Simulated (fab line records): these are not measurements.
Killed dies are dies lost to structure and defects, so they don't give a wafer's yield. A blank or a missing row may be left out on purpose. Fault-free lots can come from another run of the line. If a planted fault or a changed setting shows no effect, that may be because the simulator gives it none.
Chamber matching + flow n5_finfet + 4 sister chambers for N5_BEOL_M11_CMP_52 on cmp-02
The step polishes, stops on SiCOH lowk, t overpolish 7 s, target thk 140 nm. 14 wafers are shown with their chamber, then 7 later ones without.

== EACH WAFER AND ITS CHAMBER ==
| wafer  | chamber | motor_current_A (A) | time_to_endpoint_s (s) | barrier_field_endpoint_s (s) |
|--------|---------|---------------------|------------------------|------------------------------|
| L749.3 | 2       | 6.0                 | 68                     | 29.2                         |
| L749.4 | 0       | 6.6                 | 63                     | 29.2                         |
| L749.6 | 1       | 6.2                 | 64                     | 29.0                         |
| L753.1 | 2       | 6.0                 | 64                     | 27.9                         |
| L753.3 | 0       | 6.4                 | 60                     | 26.6                         |
| L753.5 | 2       | 6.4                 | 66                     | 29.2                         |
| L758.3 | 1       | 6.2                 | 66                     | 28.6                         |
| L758.4 | 0       | 6.2                 | 62                     | 28.1                         |
| L758.6 | 1       | 6.4                 | 69                     | 29.0                         |
| L760.2 | 0       | 6.4                 | 67                     | 28.9                         |
| L760.3 | 2       | 6.1                 | 72                     | 29.3                         |
| L760.5 | 0       | 6.4                 | 63                     | 28.1                         |
| L764.2 | 2       | 5.8                 | 73                     | 30.3                         |
| L764.5 | 3       | 5.7                 | 69                     | 29.0                         |

SIGNATURES (means of the wafers above)
| reading                  | chamber 0 | chamber 1 | chamber 2 | chamber 3 | scatter within a chamber |
|--------------------------|-----------|-----------|-----------|-----------|--------------------------|
| motor_current_A          | 6.400     | 6.267     | 6.060     | 5.700     | 0.173                    |
| time_to_endpoint_s       | 63.00     | 66.33     | 68.60     | 69.00     | 3.13                     |
| barrier_field_endpoint_s | 28.180    | 28.867    | 29.180    | 29.000    | 0.842                    |
Rule: a wafer's distance from a chamber is the root of the sum, over the readings, of the square of ((its reading less the chamber's mean) divided by the reading's scatter). If the next closest chamber is less than 2 further off than the closest, the wafer can't be placed; otherwise it belongs to the closest. The scatter: take each reading less its chamber's mean, square it, sum over the shown wafers, divide by the number of wafers less the number of chambers, and take the root.

== WAFERS WITHOUT THEIR CHAMBER ==
| wafer  | motor_current_A (A) | time_to_endpoint_s (s) | barrier_field_endpoint_s (s) |
|--------|---------------------|------------------------|------------------------------|
| L764.6 | 6.3                 | 74                     | 29.8                         |
| L766.1 | 6.1                 | 69                     | 29.6                         |
| L766.3 | 5.4                 | 67                     | 29.0                         |
| L766.4 | 6.1                 | 72                     | 29.8                         |
| L771.1 | 5.3                 | 60                     | 27.6                         |
| L771.3 | 6.2                 | 61                     | 28.1                         |
| L771.5 | 6.6                 | 66                     | 29.3                         |

== WHICH CHAMBER EACH WENT THROUGH ==
| wafer  | from the rows above               | in truth |
|--------|-----------------------------------|----------|
| L764.6 | can't be placed: 2 or 1 or 3 or 0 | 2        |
| L766.1 | can't be placed: 2 or 1 or 3      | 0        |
| L766.3 | 3                                 | 3        |
| L766.4 | can't be placed: 2 or 1 or 3      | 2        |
| L771.1 | can't be placed: 3 or 2           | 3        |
| L771.3 | can't be placed: 0 or 1 or 2      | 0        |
| L771.5 | can't be placed: 1 or 0 or 2      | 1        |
Correct placement for 1 of the 7. Not placeable from these rows: 6 (in 5, the candidates include the true chamber). Placed wrongly: 0.
